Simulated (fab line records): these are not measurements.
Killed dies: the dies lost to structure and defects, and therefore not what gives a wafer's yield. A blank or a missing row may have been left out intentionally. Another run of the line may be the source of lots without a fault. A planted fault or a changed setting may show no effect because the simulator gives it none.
fab line records -- flow nandHarc
[record] lots = 6, wafers = 18, lastDay = 33
route steps=1302 shown A_DECK1_JOINT@533 A_ONON_D2@545
lots untouched by any fault: they come from a run of this same line in which no faults occurred
startH: start of the lot's first displayed wafer, in hours after the record's first day -- waitH: how many hours have passed since the lot's step before this one -- " the same as in the row above -- L1.1+2: a single row standing in for several wafers -- - value missing, or start not given -- * or withheld: withheld -- < > ~ a bound
route shown NAME@n: a module of which the file shows steps, and the number in the route of the first -- usual: mean/standard deviation taken from wafers without a fault -- same: alike in all rows -- chamber/n: place in a boat -- sites: readings site by site -- _std_site: standard deviation across them -- _edge_site: the outer-site mean with the inner-site mean subtracted -- radiusMm: how far each site lies from the wafer's centre -- mask NAME#n: copy n -- behind: the most recent tool/chamber to have shaped the wafer -- hold: cause of the lot's hold/its duration in hours/its outcome -- device: transistor that didn't switch, given as n, p or np -- end of line: the route-end tests of the same wafers -- where a step has no rows: the recipe by itself -- killed: dies lost to structure and defects at the first sort, not the wafer's yield -- map: a wafer's dies, x killed, . not, _ none there
set.NAME: the run value of the setting; set.NAME@STEP: its run value at that earlier step -- model.NAME: the simulator's own value behind a step, which no gauge read
lots at selected steps of the route; one table per step, one row per wafer
services: a tool's chamber out of use, with start hour (startH, from the record's first day; less than 0 if before it), hours out, and reason
[[steps]]
[step NHARC_A_DECK1_JOINT_CVD_34]
[recipe] targetThkA = 200, tempC = 700, pressureMtorr = 300, material = SiNx
[step NHARC_A_DECK1_JOINT_DEP_06]
[recipe] targetThkA = 800, tempC = 65, material = SiOx
[step NHARC_A_DECK1_JOINT_CURE_26]
[recipe] tempC = 150, timeS = 32, pressureAtm = 0.395
[step NHARC_A_DECK1_JOINT_ANNEAL_27]
[recipe] tempC = 400, timeS = 3600, idleTempC = 300, rampUpCPerMin = 10, densificationPH2oTorr = 640
[step NHARC_A_DECK1_JOINT_ANNEAL_28]
[recipe] tempC = 500, timeS = 1800, idleTempC = 400, rampUpCPerMin = 10, densificationPH2oTorr = 640
[step NHARC_A_DECK1_JOINT_ANNEAL_29]
[recipe] tempC = 750, timeS = 1800, idleTempC = 500, rampUpCPerMin = 10, rampDownCPerMin = 3
[step NHARC_A_DECK1_JOINT_CMP_02]
[recipe] material = SiOx
[usual] motorCurrentA = 11.5/1.2
lot.wafer,tool,chamber,startH,waitH,motorCurrentA
L341.4,cmp-02,1,276.94,0.7,13.4
L341.1,cmp-02,3,276.94,0.7,11.7
L341.5,cmp-02,0,276.94,0.7,12.4
L346.4,cmp-02,0,339.75,0.4,11.5
L346.5,cmp-02,1,339.75,0.4,13.6
L346.6,cmp-02,2,339.75,0.4,12.7
L347.1,cmp-01,3,351.24,0.4,10.5
L347.4,cmp-01,0,351.24,0.4,9.6
L347.5,cmp-01,1,351.24,0.4,10.1
L355.4,cmp-02,1,422.51,0.4,12.6
L355.1,cmp-02,3,422.51,0.4,11.0
L355.3,cmp-02,0,422.51,0.4,12.3
L360.4,cmp-03,0,479.61,0.4,11.9
L360.1,cmp-03,2,479.61,0.4,12.0
L360.5,cmp-03,0,479.61,0.4,11.5
L363.4,cmp-02,2,497.29,0.4,12.1
L363.3,cmp-02,0,497.29,0.4,11.9
L363.6,cmp-02,1,497.29,0.4,13.5
[step NHARC_A_DECK1_JOINT_SRD_15]
[step NHARC_A_DECK1_JOINT_DEP_16]
[recipe] targetThkA = 450, tempC = 400, pressureTorr = 6.5, rfW = 900, teosFlowSccm = 161.4, flowSccm = 2650, targetThkNm = 45, gas = O2, material = SiO2
[usual] heaterPowerW = 531/110, throttleValvePct = 16.2/0.44
lot.wafer,tool,chamber,startH,waitH,heaterPowerW,throttleValvePct
L341.1,pecvd-02,1,277.65,0.4,567,16.8
L341.5,pecvd-02,2,277.65,0.4,727,15.4
L341.4,pecvd-02,0,277.65,0.4,329,16.4
L346.4,pecvd-03,0,340.15,0.2,648,16.8
L346.5,pecvd-03,1,340.15,0.2,387,16.6
L346.6,pecvd-03,2,340.15,0.2,565,15.8
L347.1,pecvd-03,0,351.63,0.1,624,17.0
L347.5,pecvd-03,2,351.63,0.1,591,15.7
L347.4,pecvd-03,0,351.63,0.1,608,17.0
L355.1,pecvd-02,2,422.90,0.1,737,15.8
L355.3,pecvd-02,1,422.90,0.1,537,16.3
L355.4,pecvd-02,1,422.90,0.1,540,16.2
L360.1,pecvd-02,2,480.00,0.1,732,15.7
L360.5,pecvd-02,0,480.00,0.1,402,16.3
L360.4,pecvd-02,1,480.00,0.1,505,16.4
L363.3,pecvd-03,1,497.71,0.1,484,16.3
L363.4,pecvd-03,2,497.71,0.1,601,16.2
L363.6,pecvd-03,0,497.71,0.1,638,16.5
[step NHARC_A_DECK1_JOINT_THK_MEAS_17]
[recipe] thkMeasGauge = ellipsometry
[usual] thkNm = 44.8/1.1
lot.wafer,tool,chamber,startH,waitH,thkNm
L341.1,filmMetro-01,-,277.88,0.2,45.8
L341.4,filmMetro-01,-,277.88,0.2,46.8
L341.5,filmMetro-01,-,277.88,0.2,45.9
L346.4,filmMetro-02,-,340.34,0.2,46.0
L346.5,filmMetro-02,-,340.34,0.2,44.9
L346.6,filmMetro-02,-,340.34,0.2,46.1
L347.1,filmMetro-01,-,351.85,0.2,44.2
L347.4,filmMetro-01,-,351.85,0.2,45.1
L347.5,filmMetro-01,-,351.85,0.2,45.9
L355.1,filmMetro-01,-,423.18,0.2,45.8
L355.3,filmMetro-01,-,423.18,0.2,41.5
L355.4,filmMetro-01,-,423.18,0.2,44.9
L360.1,filmMetro-02,-,480.28,0.3,45.1
L360.4,filmMetro-02,-,480.28,0.3,46.7
L360.5,filmMetro-02,-,480.28,0.3,45.8
L363.3,filmMetro-02,-,497.93,0.2,43.6
L363.4,filmMetro-02,-,497.93,0.2,44.0
L363.6,filmMetro-02,-,497.93,0.2,46.9
[step NHARC_A_DECK1_JOINT_INSPECT_05]
[usual] rawDefectCount = 320/130
lot.wafer,tool,chamber,startH,waitH,rawDefectCount
L341.1,defectInspect-01,-,277.91,0.0,444
L341.4,defectInspect-01,-,277.91,0.0,329
L341.5,defectInspect-01,-,277.91,0.0,351
L346.4,defectInspect-02,-,340.38,0.0,109
L346.5,defectInspect-02,-,340.38,0.0,172
L346.6,defectInspect-02,-,340.38,0.0,170
L347.1,defectInspect-01,-,351.89,0.0,270
L347.4,defectInspect-01,-,351.89,0.0,446
L347.5,defectInspect-01,-,351.89,0.0,224
L355.1,defectInspect-02,-,423.21,0.0,290
L355.3,defectInspect-02,-,423.21,0.0,247
L355.4,defectInspect-02,-,423.21,0.0,413
L360.1,defectInspect-01,-,480.32,0.0,297
L360.4,defectInspect-01,-,480.32,0.0,203
L360.5,defectInspect-01,-,480.32,0.0,298
L363.3,defectInspect-01,-,497.96,0.0,563
L363.4,defectInspect-01,-,497.96,0.0,201
L363.6,defectInspect-01,-,497.96,0.0,237
[step NHARC_A_ONON_D2_DEP_00]
[recipe] targetThkA = 10000, n2FlowSccm = 2750, n2oFlowSccm = 2000, nh3FlowSccm = 500, sih4FlowSccm = 210, tempC = 400
lot.wafer,tool,chamber,startH,waitH
L341.1+4+5,pecvdOnon-02,0,277.98,0.1
L346.4+5+6,pecvdOnon-02,0,340.62,0.2
L347.1+4+5,pecvdOnon-02,0,351.96,0.1
L355.1+3+4,pecvdOnon-02,0,423.28,0.1
L360.1+4+5,pecvdOnon-02,0,480.38,0.1
L363.3+4+6,pecvdOnon-01,0,498.15,0.2
[step NHARC_A_ONON_D2_THK_MEAS_02]
[recipe] thkMeasGauge = ellipsometry
[usual] thkNm = 998/9.4
lot.wafer,tool,chamber,startH,waitH,thkNm
L341.1,filmMetro-01,-,278.49,-,1003
L341.4,filmMetro-01,-,278.49,-,1005
L341.5,filmMetro-01,-,278.49,-,1005
L346.4,filmMetro-02,-,340.95,-,1103
L346.5,filmMetro-02,-,340.95,-,1104
L346.6,filmMetro-02,-,340.95,-,1104
L347.1,filmMetro-01,-,352.46,-,1134
L347.4,filmMetro-01,-,352.46,-,1135
L347.5,filmMetro-01,-,352.46,-,1136
L355.1,filmMetro-01,-,423.78,-,1000
L355.3,filmMetro-01,-,423.78,-,1000
L355.4,filmMetro-01,-,423.78,-,1000
L360.1,filmMetro-02,-,480.89,-,997
L360.4,filmMetro-02,-,480.89,-,997
L360.5,filmMetro-02,-,480.89,-,996
L363.3,filmMetro-02,-,498.54,-,1008
L363.4,filmMetro-02,-,498.54,-,1010
L363.6,filmMetro-02,-,498.54,-,1008
[step NHARC_A_ONON_D2_DEP_03]
[recipe] targetThkA = 10000, n2FlowSccm = 2750, n2oFlowSccm = 2000, nh3FlowSccm = 500, sih4FlowSccm = 210, tempC = 400
[[services]]
tool,chamber,startH,hours,kind
pecvd-02,1,254.12,22.1,repair
cmp-03,-,260.00,4.0,pm
pecvdOnon-01,-,269.33,13.0,pm
cmp-01,-,272.92,5.2,repair
cmp-03,-,276.08,1.1,repair
cmp-01,-,286.12,4.0,pm
cmp-02,-,287.16,1.3,repair
cmp-03,-,303.39,1.5,repair
pecvd-02,-,316.58,1.1,repair
cmp-01,-,330.59,1.3,repair
cmp-02,-,330.63,4.0,pm
pecvd-03,-,354.80,0.8,repair
cmp-03,-,358.00,4.0,pm
pecvdOnon-02,-,366.00,13.0,pm
pecvd-03,-,366.47,13.0,pm
cmp-01,-,373.29,4.0,repair
cmp-01,-,384.12,4.0,pm
pecvd-03,0,387.86,3.3,repair
pecvd-02,-,408.14,13.0,pm
cmp-02,-,428.63,4.0,pm
pecvd-03,-,443.89,1.1,repair
pecvdOnon-01,-,450.42,13.0,pm
cmp-01,-,452.85,0.8,repair
pecvd-02,1,461.45,2.0,repair
[[key]]
[firstSign] step = NHARC_A_ONON_D2_THK_MEAS_02, reading = thkNm, direction = up, sigmas = 13, usual = 998, struck = 1119
effect none on later readings
metAt NHARC_A_ONON_D2_DEP_00
struckWafers L346.4,L346.5,L346.6,L347.1,L347.4,L347.5
laterRowsLeftOut L346.4,L346.5,L346.6,L347.1,L347.4,L347.5
sortLeftOut L346.4,L346.5,L346.6,L347.1,L347.4,L347.5
testerLeftOut L346,L347
onsetBetween 277.98 340.62
[fault] kind = processParameterDrift, tool = pecvdOnon-02, chamber = -, onsetH = 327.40, steps = NHARC_A_ONON_D2_DEP_00, channel = targetThkA, offset = *, shape = step, endH = 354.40, actsIn = *, stated = *
// testerLeftOut: of these lots the tester's yield and bins aren't shown, on N5 and GAA mostly nor the transistor test; their killed dies are dies lost to structure and defects alone, not to doping, threshold or leakage, so they don't give the yield
// sortLeftOut: the simulated sort isn't trusted on such a fault, so these wafers' sort isn't shown, and their yield isn't known
// laterRowsLeftOut: the simulator's readings of these wafers behind a module that went badly wrong aren't trusted and aren't shown, but for the sort
